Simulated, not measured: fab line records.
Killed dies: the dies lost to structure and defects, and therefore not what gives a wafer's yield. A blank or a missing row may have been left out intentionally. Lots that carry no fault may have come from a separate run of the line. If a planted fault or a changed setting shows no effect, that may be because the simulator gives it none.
fab line records	flow n5-finfet
record lots=7	wafers=21
route steps=1938 shown BEOL_M6@1239 BEOL_M8@1343 BEOL_M9@1408 BEOL_M10@1494 BEOL_M11@1542
start-h: start of the lot's first displayed wafer, in hours after the record's first day	wait-h: how many hours have passed since the lot's step before this one	" as in the row above	L1.1+2: a row that stands for several wafers	- value missing, or start not given	* or withheld: withheld	< > ~ a bound
route shown NAME@n: a module of which the file shows steps, and the number in the route of the first	usual: the fault-free wafers' mean and standard deviation	same: alike in all rows	chamber/n: place in a boat	sites: readings site by site	_std_site: the values' standard deviation	_edge_site: inner sites' mean taken away from outer sites' mean	radius-mm: how far each site lies from the wafer's centre	mask NAME#n: copy n	behind: the most recent tool/chamber to have shaped the wafer	hold: reason for holding the lot/hours on hold/outcome of the hold	device: the n, p or np transistor that did not switch	end of line: at the end of the route, the tests of the same wafers	for a step that has no rows: nothing shown but its recipe	killed: count of dies lost to structure and defects at first sort (not the wafer's yield)	map: the dies of a wafer, with x for killed, . for not killed, _ for no die there
set.NAME: the setting the step ran with; set.NAME@STEP: the setting that earlier step ran with	model.NAME: the simulator's own value behind a step, which no gauge read
one table per step and one row per wafer, for lots whose settings were changed on purpose
## steps
# step N5_BEOL_M6_TRENCH_ETCH_37
# recipe chemistry=C4F6/O2	target-depth-a=944.35	target=SiCOH_lowk	time-s=31.5	ion-energy-ev=250	pressure-mtorr=30	source-w=345	bias-w=185	Ar_flow_sccm=300	C4F6_flow_sccm=10	O2_flow_sccm=10
# usual rf-vpp-V=670/12
lot.wafer	tool	chamber	start-h	wait-h	set.source-w	set.target-thk-a@BEOL_M6_HM_DEP_02	rf-vpp-V	model.TiN_of_BEOL_M6_HM_DEP_02.thk-nm
L080.1	rie-diel-05	0	-	-	308.6	220.1	725	19.6
L080.3	"	2	"	"	345	220.1	671	19.8
L080.5	"	2	"	"	308.6	200	710	17.8
L079.1	rie-diel-02	2	-	-	345	200	682	17.4
L079.2	"	0	"	"	370.1	179.6	656	15.6
L079.5	"	2	"	"	370.1	179.6	659	15.4
L084.2	rie-diel-02	3	-	-	345	200	684	17.4
L084.3	"	1	"	"	316.4	177.1	692	15.4
L084.4	"	2	"	"	316.4	200	714	17.2
L088.1	rie-diel-02	2	-	-	345	200	682	17
L088.3	"	1	"	"	345	200	662	17.4
L088.4	"	1	"	"	345	200	664	17.6
L089.2	rie-diel-04	2	-	-	404.8	200	602	17.4
L089.3	"	0	"	"	345	200	645	17.4
L089.6	"	3	"	"	345	208	668	18.4
L091.3	rie-diel-05	3	-	-	345	200	667	17.2
L091.4	"	2	"	"	394.2	200	625	17
L091.6	"	1	"	"	394.2	215.2	634	18.4
L096.1	rie-diel-05	3	-	-	345	188.7	667	16
L096.3	"	1	"	"	312.6	200	713	17
L096.4	"	0	"	"	312.6	200	722	17
# step N5_BEOL_M8_PEB_09
# recipe peb-temp-c=withheld	peb-time-s=60	resist=CAR-ArF
lot.wafer	tool	chamber	start-h	wait-h	set.peb-time-s
L079.1+5	litho-track-04	0	256.85	0.1	60
L079.2	"	0	"	"	55.1
L080.1	litho-track-03	0	257.10	0.1	48.19
L080.3+5	"	0	"	"	60
L084.2+4	litho-track-03	0	296.42	0.0	63.55
L084.3	"	0	"	"	60
L088.1+3+4	litho-track-04	0	320.82	0.1	60
L089.2	litho-track-05	0	326.05	0.0	63.59
L089.3+6	"	0	"	"	60
L091.3	litho-track-04	0	330.92	0.0	60
L091.4+6	"	0	"	"	67.98
L096.1+4	litho-track-04	0	364.85	0.1	60
L096.3	"	0	"	"	63.97
# step N5_BEOL_M8_DEVELOP_10
# recipe develop-time-s=30	developer=TMAH	resist=CAR-ArF	rinse-liquid=diw	dry=air-spin	dev-temp-c=23
# step N5_BEOL_M8_CD_MEAS_11
# recipe target-cd-nm=38.5	landing-energy-ev=500	detector=se-inlens	polarity=opening
# usual cd-nm=38.5/0.59
lot.wafer	tool	chamber	start-h	wait-h	set.peb-time-s@BEOL_M8_PEB_09	cd-nm
L079.1	cd-sem-03	0	256.92	-	60	39.3
L079.2	"	0	"	"	55.1	36.6
L079.5	"	0	"	"	60	39.2
L080.1	cd-sem-02	0	257.16	-	48.19	30.9
L080.3	"	0	"	"	60	38.2
L080.5	"	0	"	"	60	37.8
L084.2	cd-sem-03	0	296.49	-	63.55	38.7
L084.3	"	0	"	"	60	37.8
L084.4	"	0	"	"	63.55	40.2
L088.1	cd-sem-02	0	320.89	-	60	39.1
L088.3	"	0	"	"	60	38.6
L088.4	"	0	"	"	60	38.1
L089.2	cd-sem-02	0	326.12	-	63.59	40.1
L089.3	"	0	"	"	60	38.0
L089.6	"	0	"	"	60	38.8
L091.3	cd-sem-02	0	330.98	-	60	38.5
L091.4	"	0	"	"	67.98	40.9
L091.6	"	0	"	"	67.98	40.8
L096.1	cd-sem-02	0	364.91	-	60	39.2
L096.3	"	0	"	"	63.97	41.3
L096.4	"	0	"	"	60	38.8
# step N5_BEOL_M8_DESCUM_16
# recipe chemistry=O2	time-s=7.9	source-power-w=50	bias-power-w=20	pressure-mtorr=20	rf-frequency-hz=2.712e+07	temp-c=40	resist=CAR-ArF	o2-flow-sccm=225
# step N5_BEOL_M8_ETCH_61
# recipe chemistry=CF4	target=SiARC	target-depth-a=455	mask-material=CAR-ArF	time-s=75.8	ion-energy-ev=80	pressure-mtorr=40	source-w=545	bias-w=36	Ar_flow_sccm=100	cf4-flow-sccm=100	ends=cleared
lot.wafer	tool	chamber	start-h	wait-h	set.peb-time-s@BEOL_M8_PEB_09	model.BEOL_M8.cd-offset-nm
L079.1	rie-diel-05	0	257.18	0.0	60	0.8
L079.2	"	3	"	"	55.1	-1.6
L079.5	"	2	"	"	60	0.4
L080.1	rie-diel-02	1	257.38	0.0	48.19	-7
L080.3	"	3	"	"	60	0.4
L080.5	"	2	"	"	60	-0.8
L084.2	rie-diel-02	0	296.74	0.0	63.55	0.4
L084.3	"	1	"	"	60	-0.4
L084.4	"	2	"	"	63.55	1
L088.1	rie-diel-04	1	321.07	0.0	60	0.6
L088.3+4	"	0,3	"	"	60	0
L089.2	rie-diel-02	0	326.24	0.0	63.59	1.8
L089.3	"	3	"	"	60	-0.6
L089.6	"	2	"	"	60	0
L091.3	rie-diel-02	3	331.49	0.0	60	-0.2
L091.4	"	0	"	"	67.98	2.8
L091.6	"	3	"	"	67.98	2.4
L096.1+4	rie-diel-02	2,0	365.36	0.0	60	0.4
L096.3	"	3	"	"	63.97	2.8
# step N5_BEOL_M8_ETCH_62
# recipe chemistry=N2/H2	target=SOC	target-depth-a=1100	overetch-a=220	mask-material=SiARC	temp-c=40	time-s=165	ion-energy-ev=200	pressure-mtorr=30	source-w=840	bias-w=150	n2-flow-sccm=200	h2-flow-sccm=200
# step N5_BEOL_M8_STRIP_68
# recipe chemistry=N2/H2	temp-c=40	n2-flow-sccm=200	h2-flow-sccm=200	rf-frequency-hz=6e+07
# step N5_BEOL_M8_PRECLEAN_42
# recipe chemistry=residue-remover	time-s=60	temp-c=40
# step N5_BEOL_M8_SRD_43
# recipe time-s=30	temp-c=23	rinse-liquid=diw	dry=ipa-marangoni
# step N5_BEOL_M8_CD_MEAS_35
# recipe target-cd-nm=40	polarity=opening
# usual cd-nm=40.0/0.66
lot.wafer	tool	chamber	start-h	wait-h	set.peb-time-s@BEOL_M8_PEB_09	cd-nm
L079.1	cd-sem-03	-	260.27	0.0	60	41.2
L079.2	"	-	"	"	55.1	38.3
L079.5	"	-	"	"	60	40.7
L080.1	cd-sem-03	-	260.31	0.0	48.19	32.8
L080.3	"	-	"	"	60	39.8
L080.5	"	-	"	"	60	39.2
L084.2	cd-sem-03	-	299.70	0.0	63.55	40.1
L084.3	"	-	"	"	60	39.4
L084.4	"	-	"	"	63.55	41.2
L088.1	cd-sem-01	-	322.77	0.0	60	40.8
L088.3	"	-	"	"	60	40.0
L088.4	"	-	"	"	60	40.2
L089.2	cd-sem-03	-	330.65	0.0	63.59	41.5
L089.3	"	-	"	"	60	38.9
L089.6	"	-	"	"	60	40.2
L091.3	cd-sem-01	-	338.26	0.0	60	39.8
L091.4	"	-	"	"	67.98	42.4
L091.6	"	-	"	"	67.98	42.4
L096.1	cd-sem-03	-	367.10	0.0	60	41.0
L096.3	"	-	"	"	63.97	43.1
L096.4	"	-	"	"	60	40.6
# step N5_BEOL_M9_COAT_05
# recipe resist=CAR-ArF	spin-rpm=1500	resist-thk-nm=90
lot.wafer	tool	chamber	start-h	wait-h	set.spin-rpm	model.CAR-ArF_of_BEOL_M9_COAT_05.thk-nm
L079.1	litho-track-01	0	-	-	1500	90
L079.2+5	"	0	"	"	1339	95.2
L080.1	litho-track-01	0	-	-	1623	86.4
L080.3	"	0	"	"	1623	86.2
L080.5	"	0	"	"	1500	89.8
L084.2+3	litho-track-01	0	-	-	1500	90
L084.4	"	0	"	"	1635	86
L088.1	litho-track-02	0	-	-	1500	90.2
L088.3	"	0	"	"	1500	90
L088.4	"	0	"	"	1500	90.4
L089.2	litho-track-01	0	-	-	1358	95.2
L089.3	"	0	"	"	1500	90.6
L089.6	"	0	"	"	1500	90.8
L091.3	litho-track-04	0	-	-	1589	87.8
L091.4	"	0	"	"	1500	90
L091.6	"	0	"	"	1589	87.6
L096.1	litho-track-04	0	-	-	1500	89.8
L096.3	"	0	"	"	1353	95
L096.4	"	0	"	"	1500	90
# step N5_BEOL_M9_EBR_07
# recipe solvent=PGMEA	ebr-width-mm=1.5
# step N5_BEOL_M9_SOFTBAKE_06
# recipe temp-c=110	time-s=60	resist=CAR-ArF
# step N5_BEOL_M9_DESCUM_16
# recipe chemistry=O2	time-s=7.9	source-power-w=50	bias-power-w=20	pressure-mtorr=20	rf-frequency-hz=2.712e+07	temp-c=40	resist=CAR-ArF	o2-flow-sccm=225
lot.wafer	tool	chamber	start-h	wait-h	set.spin-rpm@BEOL_M9_COAT_05	model.CAR-ArF_of_BEOL_M9_COAT_05.thk-nm
L079.1	rie-diel-03	2	264.89	0.0	1500	83.4
L079.2+5	"	3,1	"	"	1339	88.6
L080.1+3	rie-diel-01	1,2	266.38	0.0	1623	79.8
L080.5	"	1	"	"	1500	83.2
L084.2	rie-diel-03	3	307.64	0.0	1500	83.4
L084.3	"	1	"	"	1500	83.6
L084.4	"	0	"	"	1635	79.4
L088.1+3	rie-diel-06	1,2	331.22	0.3	1500	83.6
L088.4	"	0	"	"	1500	83.8
L089.2	rie-diel-01	1	336.12	0.4	1358	88.6
L089.3+6	"	0	"	"	1500	84.2
L091.3	rie-diel-06	1	343.31	0.0	1589	81.2
L091.4	"	2	"	"	1500	83.4
L091.6	"	1	"	"	1589	81
L096.1	rie-diel-06	1	374.79	0.8	1500	83.2
L096.3	"	3	"	"	1353	88.4
L096.4	"	0	"	"	1500	83.6
# step N5_BEOL_M9_TRENCH_ETCH_37
# recipe chemistry=C4F6/O2	target-depth-a=1514.3	target=SiCOH_lowk	time-s=49	ion-energy-ev=250	pressure-mtorr=30	source-w=345	bias-w=185	Ar_flow_sccm=300	C4F6_flow_sccm=10	O2_flow_sccm=10
# usual rf-vpp-V=669/8.8
lot.wafer	tool	chamber	start-h	wait-h	set.source-w	rf-vpp-V
L079.1	rie-diel-01	2	-	-	345	677
L079.2	"	1	"	"	345	666
L079.5	"	3	"	"	308.3	711
L080.1	rie-diel-01	0	-	-	345	681
L080.3	"	3	"	"	301.6	718
L080.5	"	1	"	"	301.6	712
L084.2	rie-diel-03	0	-	-	374.4	655
L084.3	"	1	"	"	345	673
L084.4	"	0	"	"	345	682
L088.1	rie-diel-01	3	-	-	345	671
L088.3	"	2	"	"	345	675
L088.4	"	1	"	"	345	666
L089.2	rie-diel-06	2	-	-	318.6	705
L089.3	"	3	"	"	345	675
L089.6	"	2	"	"	318.6	704
L091.3	rie-diel-03	1	-	-	378.3	639
L091.4	"	2	"	"	345	659
L091.6	"	3	"	"	378.3	630
L096.1	rie-diel-03	2	-	-	345	659
L096.3	"	0	"	"	345	682
L096.4	"	1	"	"	345	671
# step N5_BEOL_M10_COAT_63
# recipe resist=SOC	temp-c=250	time-s=60	spin-rpm=1500	resist-thk-nm=100
lot.wafer	tool	chamber	start-h	wait-h	set.spin-rpm	model.SOC_of_BEOL_M10_COAT_63.thk-nm
L079.1	litho-track-01	0	276.62	1.9	1428	102.2
L079.2	"	0	"	"	1428	102.4
L079.5	"	0	"	"	1500	100
L080.1	litho-track-05	0	276.62	1.5	1500	100.2
L080.3	"	0	"	"	1451	102
L080.5	"	0	"	"	1451	101.8
L084.2+3	litho-track-01	0	319.95	1.6	1500	99.8
L084.4	"	0	"	"	1410	103
L088.1	litho-track-05	0	349.96	0.0	1500	99.4
L088.3+4	"	0	"	"	1500	99.8
L091.3+6	litho-track-01	0	354.45	1.5	1500	100.2
L091.4	"	0	"	"	1458	101.4
L089.2+3	litho-track-03	0	354.61	1.7	1661	95.2
L089.6	"	0	"	"	1661	95
L096.1	litho-track-01	0	389.30	0.4	1500	99.6
L096.3	"	0	"	"	1500	100.2
L096.4	"	0	"	"	1614	96.2
# step N5_BEOL_M10_COAT_64
# recipe resist=SiARC	temp-c=220	time-s=60	spin-rpm=1500	resist-thk-nm=30
lot.wafer	tool	chamber	start-h	wait-h	set.spin-rpm	model.SiARC_of_BEOL_M10_COAT_64.thk-nm
L079.1+2	litho-track-01	0	-	-	1500	30.2
L079.5	"	0	"	"	1500	30
L080.1+3+5	litho-track-05	0	-	-	1500	30
L084.2+4	litho-track-01	0	-	-	1500	30
L084.3	"	0	"	"	1500	29.8
L088.1+3+4	litho-track-05	0	-	-	1500	30
L091.3	litho-track-01	0	-	-	1434	30.8
L091.4+6	"	0	"	"	1500	30.2
L089.2+3	litho-track-03	0	-	-	1500	29.8
L089.6	"	0	"	"	1606	28.8
L096.1+3	litho-track-01	0	-	-	1409	31.2
L096.4	"	0	"	"	1409	31
# step N5_BEOL_M10_COAT_22
# recipe resist=CAR-ArF	spin-rpm=1500	resist-thk-nm=90
# step N5_BEOL_M10_EBR_24
# recipe solvent=PGMEA	ebr-width-mm=1.5
# step N5_BEOL_M10_DESCUM_33
# recipe chemistry=O2	time-s=7.9	source-power-w=50	bias-power-w=20	pressure-mtorr=20	rf-frequency-hz=2.712e+07	temp-c=40	resist=CAR-ArF	o2-flow-sccm=225
# step N5_BEOL_M10_ETCH_65
# recipe chemistry=CF4	target=SiARC	target-depth-a=390	mask-material=CAR-ArF	time-s=65	ion-energy-ev=80	pressure-mtorr=40	source-w=545	bias-w=36	Ar_flow_sccm=100	cf4-flow-sccm=100	ends=cleared
lot.wafer	tool	chamber	start-h	wait-h	set.spin-rpm@BEOL_M10_COAT_64	model.etch.depth-nm	model.CAR-ArF_of_BEOL_M10_COAT_22.thk-nm
L079.1	rie-diel-05	3	277.11	0.0	1500	30.11	55.4
L079.2	"	0	"	"	1500	30.15	55.6
L079.5	"	2	"	"	1500	30.04	55.6
L080.1	rie-diel-02	0	277.28	0.0	1500	30	55.8
L080.3	"	3	"	"	1500	30	55.4
L080.5	"	3	"	"	1500	30.08	55.6
L084.2	rie-diel-02	2	320.45	0.0	1500	29.93	55.4
L084.3	"	3	"	"	1500	29.9	55.4
L084.4	"	0	"	"	1500	29.98	55.6
L088.1	rie-diel-04	1	353.74	0.0	1500	30	55.6
L088.3	"	2	"	"	1500	30.03	55.6
L088.4	"	0	"	"	1500	30.01	55.4
L091.3	rie-diel-02	2	355.90	0.0	1434	30.83	54.6
L091.4	"	0	"	"	1500	30.17	55.8
L091.6	"	2	"	"	1500	30.27	55.2
L089.2+3	rie-diel-04	0,3	356.28	0.0	1500	29.88	55.2
L089.6	"	0	"	"	1606	28.87	56.4
L096.1	rie-diel-04	3	389.67	0.0	1409	31.1	54.8
L096.3	"	1	"	"	1409	31.11	54.8
L096.4	"	2	"	"	1409	30.98	55
# step N5_BEOL_M10_ETCH_66
# recipe chemistry=N2/H2	target=SOC	target-depth-a=1200	overetch-a=240	mask-material=SiARC	temp-c=40	time-s=180	ion-energy-ev=200	pressure-mtorr=30	source-w=840	bias-w=150	n2-flow-sccm=200	h2-flow-sccm=200
lot.wafer	tool	chamber	start-h	wait-h	set.spin-rpm@BEOL_M10_COAT_63	model.etch.depth-nm
L079.1	rie-diel-05	3	277.16	0.0	1428	102.1
L079.2	"	0	"	"	1428	102.4
L079.5	"	2	"	"	1500	100
L080.1	rie-diel-02	0	277.33	0.0	1500	100.2
L080.3	"	3	"	"	1451	102
L080.5	"	3	"	"	1451	101.8
L084.2	rie-diel-02	2	320.50	0.0	1500	99.72
L084.3	"	3	"	"	1500	99.8
L084.4	"	0	"	"	1410	103
L088.1	rie-diel-04	1	353.79	0.0	1500	99.46
L088.3	"	2	"	"	1500	99.76
L088.4	"	0	"	"	1500	99.77
L091.3	rie-diel-02	2	355.95	0.0	1500	100.1
L091.4	"	0	"	"	1458	101.3
L091.6	"	2	"	"	1500	100.3
L089.2	rie-diel-04	0	356.33	0.0	1661	95.25
L089.3	"	3	"	"	1661	95.29
L089.6	"	0	"	"	1661	95.06
L096.1	rie-diel-04	3	389.72	0.0	1500	99.69
L096.3	"	1	"	"	1500	100.2
L096.4	"	2	"	"	1614	96.19
# step N5_BEOL_M10_STRIP_69
# recipe chemistry=N2/H2	temp-c=40	n2-flow-sccm=200	h2-flow-sccm=200	rf-frequency-hz=6e+07
# step N5_BEOL_M10_VIA_ETCH_34
# recipe chemistry=C4F6/O2	target=SiCOH_lowk	target-depth-a=1845	mask-material=SOC	taper-deg=4	time-s=69.2	ion-energy-ev=250	pressure-mtorr=30	source-w=345	bias-w=185	Ar_flow_sccm=300	C4F6_flow_sccm=10	O2_flow_sccm=10
lot.wafer	tool	chamber	start-h	wait-h	set.spin-rpm@BEOL_M10_COAT_63	model.SOC_of_BEOL_M10_COAT_63.thk-nm
L079.1	rie-diel-05	3	277.29	0.0	1428	94.2
L079.2	"	0	"	"	1428	94.8
L079.5	"	2	"	"	1500	92
L080.1	rie-diel-02	0	277.46	0.0	1500	92
L080.3	"	3	"	"	1451	94
L080.5	"	3	"	"	1451	93.6
L084.2	rie-diel-02	2	320.62	0.0	1500	91.4
L084.3	"	3	"	"	1500	91.6
L084.4	"	0	"	"	1410	94.8
L088.1	rie-diel-04	1	353.91	0.0	1500	91.6
L088.3+4	"	2,0	"	"	1500	91.8
L091.3+6	rie-diel-02	2	356.08	0.0	1500	92
L091.4	"	0	"	"	1458	93.2
L089.2	rie-diel-04	0	356.46	0.0	1661	87.4
L089.3+6	"	3,0	"	"	1661	87.2
L096.1	rie-diel-04	3	389.85	0.0	1500	91.6
L096.3	"	1	"	"	1500	92.2
L096.4	"	2	"	"	1614	88
# step N5_BEOL_M11_COAT_60
# recipe resist=SiARC	temp-c=220	time-s=60	spin-rpm=1500	resist-thk-nm=30
lot.wafer	tool	chamber	start-h	wait-h	set.spin-rpm	model.SiARC_of_BEOL_M11_COAT_60.thk-nm
L080.1+3	litho-track-03	0	-	-	1500	30
L080.5	"	0	"	"	1500	29.8
L079.1	litho-track-04	0	-	-	1500	30
L079.2+5	"	0	"	"	1457	30.4
L084.2+4	litho-track-04	0	-	-	1401	31.2
L084.3	"	0	"	"	1500	30.2
L088.1+3+4	litho-track-02	0	-	-	1500	30
L091.3	litho-track-03	0	-	-	1500	30.2
L091.4+6	"	0	"	"	1500	30
L089.2	litho-track-02	0	-	-	1500	30.2
L089.3+6	"	0	"	"	1500	30
L096.1+3	litho-track-02	0	-	-	1500	30.2
L096.4	"	0	"	"	1372	31.4
# step N5_BEOL_M11_COAT_05
# recipe resist=CAR-ArF	spin-rpm=1500	resist-thk-nm=90
# step N5_BEOL_M11_EBR_07
# recipe solvent=PGMEA	ebr-width-mm=1.5
# step N5_BEOL_M11_DESCUM_16
# recipe chemistry=O2	time-s=7.9	source-power-w=50	bias-power-w=20	pressure-mtorr=20	rf-frequency-hz=2.712e+07	temp-c=40	resist=CAR-ArF	o2-flow-sccm=225
# step N5_BEOL_M11_ETCH_61
# recipe chemistry=CF4	target=SiARC	target-depth-a=390	mask-material=CAR-ArF	time-s=65	ion-energy-ev=80	pressure-mtorr=40	source-w=545	bias-w=36	Ar_flow_sccm=100	cf4-flow-sccm=100	ends=cleared
lot.wafer	tool	chamber	start-h	wait-h	set.spin-rpm@BEOL_M11_COAT_60	model.etch.depth-nm	model.CAR-ArF_of_BEOL_M11_COAT_05.thk-nm
L080.1	rie-diel-06	1	283.79	0.0	1500	29.9	55.8
L080.3	"	2	"	"	1500	29.91	56
L080.5	"	2	"	"	1500	29.84	55.8
L079.1	rie-diel-06	0	284.04	0.0	1500	30.01	55.8
L079.2	"	1	"	"	1457	30.41	55.4
L079.5	"	2	"	"	1457	30.44	55.4
L084.2	rie-diel-06	1	325.75	0.0	1401	31.14	54.8
L084.3	"	0	"	"	1500	30.11	55.8
L084.4	"	2	"	"	1401	31.19	54.8
L088.1	rie-diel-06	2	358.50	0.0	1500	29.92	56.2
L088.3	"	1	"	"	1500	30.01	55.8
L088.4	"	3	"	"	1500	29.96	56
L091.3	rie-diel-01	1	361.11	0.0	1500	30.11	55.6
L091.4	"	3	"	"	1500	29.98	55.2
L091.6	"	2	"	"	1500	30.09	55.8
L089.2	rie-diel-01	0	361.36	0.0	1500	30.1	56
L089.3	"	2	"	"	1500	30.06	56.2
L089.6	"	1	"	"	1500	30.1	55.8
L096.1	rie-diel-06	2	395.90	0.0	1500	30.11	55.4
L096.3	"	3	"	"	1500	30.17	55.8
L096.4	"	0	"	"	1372	31.47	54.4
# step N5_BEOL_M11_ETCH_62
# recipe chemistry=N2/H2	target=SOC	target-depth-a=1100	overetch-a=220	mask-material=SiARC	temp-c=40	time-s=165	ion-energy-ev=200	pressure-mtorr=30	source-w=840	bias-w=150	n2-flow-sccm=200	h2-flow-sccm=200
# usual rf-vpp-V=524.0/2.2
lot.wafer	tool	chamber	start-h	wait-h	set.bias-w	rf-vpp-V
L080.1	rie-diel-06	1	283.84	0.0	174	577.6
L080.3	"	2	"	"	174	578.0
L080.5	"	2	"	"	150	527.0
L079.1	rie-diel-06	0	284.09	0.0	140.5	504.3
L079.2	"	1	"	"	150	526.0
L079.5	"	2	"	"	150	526.0
L084.2	rie-diel-06	1	325.80	0.0	150	524.8
L084.3	"	0	"	"	127.5	473.6
L084.4	"	2	"	"	150	524.8
L088.1	rie-diel-06	2	358.55	0.0	150	526.2
L088.3	"	1	"	"	150	523.9
L088.4	"	3	"	"	150	523.6
L091.3	rie-diel-01	1	361.16	0.0	150	518.4
L091.4	"	3	"	"	150	521.2
L091.6	"	2	"	"	150	528.1
L089.2	rie-diel-01	0	361.41	0.0	150	522.3
L089.3	"	2	"	"	150	526.8
L089.6	"	1	"	"	150	520.3
L096.1	rie-diel-06	2	395.95	0.0	132.3	486.9
L096.3	"	3	"	"	132.3	483.8
L096.4	"	0	"	"	150	526.0
## key
split step=N5_BEOL_M6_TRENCH_ETCH_37	setting=source-w	stated=345	by=wafer
response step=N5_BEOL_M6_TRENCH_ETCH_37	reading=rf-vpp-V	change=-3.32	per=1%	r=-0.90
split step=N5_BEOL_M8_PEB_09	setting=peb-time-s	stated=60	by=wafer
response step=N5_BEOL_M8_CD_MEAS_11	reading=cd-nm	change=+0.303	per=1%	r=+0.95
response step=N5_BEOL_M8_ETCH_61	reading=model.BEOL_M8.cd-offset-nm	change=+0.3	per=1%	r=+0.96
response step=N5_BEOL_M8_CD_MEAS_35	reading=cd-nm	change=+0.3	per=1%	r=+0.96
split step=N5_BEOL_M9_COAT_05	setting=spin-rpm	stated=1500	by=wafer
response step=N5_BEOL_M9_COAT_05	reading=model.CAR-ArF_of_BEOL_M9_COAT_05.thk-nm	change=-0.468	per=1%	r=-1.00
response step=N5_BEOL_M9_DESCUM_16	reading=model.CAR-ArF_of_BEOL_M9_COAT_05.thk-nm	change=-0.464	per=1%	r=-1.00
split step=N5_BEOL_M9_TRENCH_ETCH_37	setting=source-w	stated=345	by=wafer
response step=N5_BEOL_M9_TRENCH_ETCH_37	reading=rf-vpp-V	change=-3.06	per=1%	r=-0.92
split step=N5_BEOL_M10_COAT_63	setting=spin-rpm	stated=1500	by=wafer
response step=N5_BEOL_M10_COAT_63	reading=model.SOC_of_BEOL_M10_COAT_63.thk-nm	change=-0.497	per=1%	r=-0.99
response step=N5_BEOL_M10_ETCH_66	reading=model.etch.depth-nm	change=-0.496	per=1%	r=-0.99
response step=N5_BEOL_M10_VIA_ETCH_34	reading=model.SOC_of_BEOL_M10_COAT_63.thk-nm	change=-0.522	per=1%	r=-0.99
split step=N5_BEOL_M10_COAT_64	setting=spin-rpm	stated=1500	by=wafer
response step=N5_BEOL_M10_COAT_64	reading=model.SiARC_of_BEOL_M10_COAT_64.thk-nm	change=-0.14	per=1%	r=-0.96
response step=N5_BEOL_M10_ETCH_65	reading=model.etch.depth-nm	change=-0.142	per=1%	r=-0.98
response step=N5_BEOL_M10_ETCH_65	reading=model.CAR-ArF_of_BEOL_M10_COAT_22.thk-nm	change=+0.18	per=1%	r=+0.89
split step=N5_BEOL_M11_COAT_60	setting=spin-rpm	stated=1500	by=wafer
response step=N5_BEOL_M11_COAT_60	reading=model.SiARC_of_BEOL_M11_COAT_60.thk-nm	change=-0.144	per=1%	r=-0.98
response step=N5_BEOL_M11_ETCH_61	reading=model.etch.depth-nm	change=-0.157	per=1%	r=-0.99
response step=N5_BEOL_M11_ETCH_61	reading=model.CAR-ArF_of_BEOL_M11_COAT_05.thk-nm	change=+0.144	per=1%	r=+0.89
split step=N5_BEOL_M11_ETCH_62	setting=bias-w	stated=150	by=wafer
response step=N5_BEOL_M11_ETCH_62	reading=rf-vpp-V	change=+3.33	per=1%	r=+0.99
split outside-this-file step=N5_BEOL_M6_HM_DEP_02 setting=target-thk-a
# split outside-this-file: this setting was split too, and the file shows its column; the key of that split is in another file
